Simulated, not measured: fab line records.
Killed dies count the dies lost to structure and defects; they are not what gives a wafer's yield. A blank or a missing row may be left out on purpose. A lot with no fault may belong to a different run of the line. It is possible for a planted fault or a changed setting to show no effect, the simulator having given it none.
Matching of chambers    flow nand_harc    4 sister chambers for NHARC_THIN_TSV_DESCUM_35 on rie_diel-01
The step chemistry O2, time 3 s. 14 wafers are shown with their chamber, then 7 later ones without.

WAFERS WITH THEIR CHAMBER
wafer   chamber  drypump_motor_current_A (A)  oes_product_au (a.u.)  rf_vpp_V (V)
L808.2  0        5.9                          1.007                  57.1
L808.3  2        5.1                          0.998                  58.2
L808.5  1        6.5                          1.013                  58.0
L809.3  2        5.2                          0.989                  56.4
L809.4  1        6.5                          1.018                  57.1
L809.5  2        5.2                          1.001                  57.8
L816.3  2        5.1                          0.999                  55.9
L816.4  0        5.8                          1.011                  60.2
L816.6  0        5.8                          1.019                  57.6
L819.2  2        5.2                          1.013                  57.5
L819.4  3        5.8                          1.025                  59.0
L819.6  0        5.9                          1.011                  57.8
L820.1  0        5.8                          0.999                  57.7
L820.3  1        6.5                          0.998                  57.4

SIGNATURES, as means of the wafers listed above
reading                  chamber 0  chamber 1  chamber 2  chamber 3  scatter within a chamber
drypump_motor_current_A  5.840      6.500      5.160      5.800      0.049
oes_product_au           1.00940    1.00967    1.00000    1.02500    0.00851
rf_vpp_V                 58.080     57.500     57.160     59.000     1
Rule: a wafer lies at a distance from a chamber equal to the root of the sum of squares, over the readings, of (its reading less the chamber's mean, divided by the reading's scatter). The wafer belongs to the nearest chamber; if the next one is less than 2 further off, it can't be placed. The scatter: take each reading less its chamber's mean, square it, sum over the shown wafers, divide by the number of wafers less the number of chambers, and take the root.

WAFERS WITH NO CHAMBER GIVEN
wafer   drypump_motor_current_A (A)  oes_product_au (a.u.)  rf_vpp_V (V)
L820.4  5.8                          1.014                  59.4
L826.3  6.5                          1.013                  57.0
L826.4  5.8                          1.020                  56.9
L826.6  5.2                          1.005                  56.5
L827.3  5.9                          1.014                  59.2
L827.5  5.9                          1.020                  58.1
L827.6  5.1                          1.015                  57.7

THE CHAMBER EACH PASSED THROUGH
wafer   from the rows above      in truth
L820.4  can't be placed: 3 or 0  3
L826.3  1                        1
L826.4  can't be placed: 0 or 3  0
L826.6  2                        2
L827.3  can't be placed: 0 or 3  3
L827.5  can't be placed: 0 or 3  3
L827.6  2                        2
3 of 7 placed correctly. From these rows, 4 cannot be placed; in 4 the true chamber is one of the candidates. 0 placed wrongly.
